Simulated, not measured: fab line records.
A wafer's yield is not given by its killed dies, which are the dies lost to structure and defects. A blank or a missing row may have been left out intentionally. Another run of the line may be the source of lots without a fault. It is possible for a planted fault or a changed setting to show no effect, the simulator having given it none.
A single fault, viewed from 3 desks    flow n5-finfet    each desk has only its own numbers; what lay behind them comes last

THE DEFECT DESK
Per lot, the means of the sampled wafers with a number show what the inspections along the route counted. Any lot whose mean is over 4 standard deviations away from the usual mean is out of limits and marked OUT; that distance is given in the brackets.
Columns: A = raw-defect-count at N5_WELL_APT_INSPECT_38, usual 14
lot   first seen here  A
L698  day 1 22:48      12
L701  day 2 17:03      18
L702  day 2 22:46      11
L703  day 3 04:54      15
L704  day 3 11:07      21
L705  day 3 16:38      16
L706  day 3 22:50      6
L707  day 4 05:19      15
L716  day 6 11:01      17
L717  day 7 05:03      16
L719  day 7 08:08      14
This desk found nothing out of limits on any of the 11 lots.

DESK OF THE TOOL OWNER: rie-si-06
The tool's own readings at N5_PMOS_HMC_CHANNEL_EPI_FIN_RECESS_16 (chemistry HBr/Cl2, target Si, target depth 54 nm, time 18 s): means of the sampled wafers that have a number, for each lot that ran on this tool. Any lot whose mean is over 4 standard deviations away from the usual mean is out of limits and marked OUT; that distance is given in the brackets.
Columns: A = drypump-motor-current-A at N5_PMOS_HMC_CHANNEL_EPI_FIN_RECESS_16, usual 5.7 A; B = he-backside-leak-sccm at N5_PMOS_HMC_CHANNEL_EPI_FIN_RECESS_16, usual 2.8 sccm; C = oes-product-au at N5_PMOS_HMC_CHANNEL_EPI_FIN_RECESS_16, usual 1.003 a.u.; D = throttle-valve-pct at N5_PMOS_HMC_CHANNEL_EPI_FIN_RECESS_16, usual 35.47 %
lot   first seen here  A    B    C      D
L698  day 1 23:47      5.5  2.9  1.004  35.36
L702  day 2 23:39      5.7  2.6  0.991  35.35
L703  day 3 05:54      5.6  2.9  1.002  35.38
L705  day 3 17:38      5.7  3.0  1.003  35.34
L706  day 3 23:43      5.5  2.7  0.991  35.36
L707  day 4 06:11      5.8  2.6  1.000  35.30
L719  day 7 09:00      5.7  2.9  1.009  35.34
This desk found nothing out of limits on any of the 7 lots.

FROM THE METROLOGY DESK
What the gauges read, lot by lot, whatever tool the lot ran on: means of the sampled wafers that have a number. Any lot whose mean is over 4 standard deviations away from the usual mean is out of limits and marked OUT; that distance is given in the brackets.
Columns: A = HMC_CMP_THK at N5_PMOS_HMC_CHANNEL_EPI_THK_MEAS_22, usual 54.3 nm
lot   first seen here  A
L698  day 2 01:59      54.0
L701  day 2 20:49      54.5
L702  day 3 01:28      54.0
L703  day 3 08:04      54.3
L704  day 3 14:29      54.4
L705  day 3 19:51      55.3
L706  day 4 01:57      56.9 (+4.5) OUT
L707  day 4 07:59      55.3
L716  day 7 01:54      54.3
L717  day 7 10:08      54.0
L719  day 7 11:45      53.7
This desk reports L706 out of limits; the earliest was L706 at day 4 01:57 (HMC_CMP_THK at N5_PMOS_HMC_CHANNEL_EPI_THK_MEAS_22). L698, L701, L702, L703, L704, L705, L707, L716, L717, L719: within limits.

BROUGHT TOGETHER
At day 4 01:57 the metrology desk could have sounded an alarm, on L706.
Nothing out of limits was seen by the defect desk.
The desk of the tool owner found nothing out of limits.
The defect desk has L706 on record, within its limits.
The tool owner's desk has L706 on record, within its limits.
N5_PMOS_HMC_CHANNEL_EPI_FIN_RECESS_16 was run on rie-si-06 by each of the lots named.

WHAT HAD BEEN PUT IN BY THE SIMULATOR
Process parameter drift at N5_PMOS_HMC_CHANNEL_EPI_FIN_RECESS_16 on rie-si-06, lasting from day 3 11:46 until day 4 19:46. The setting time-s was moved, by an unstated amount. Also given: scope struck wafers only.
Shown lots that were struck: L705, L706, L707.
Time in hours between the start of the fault and the first out-of-limits reading at each desk: metrology desk, 14.
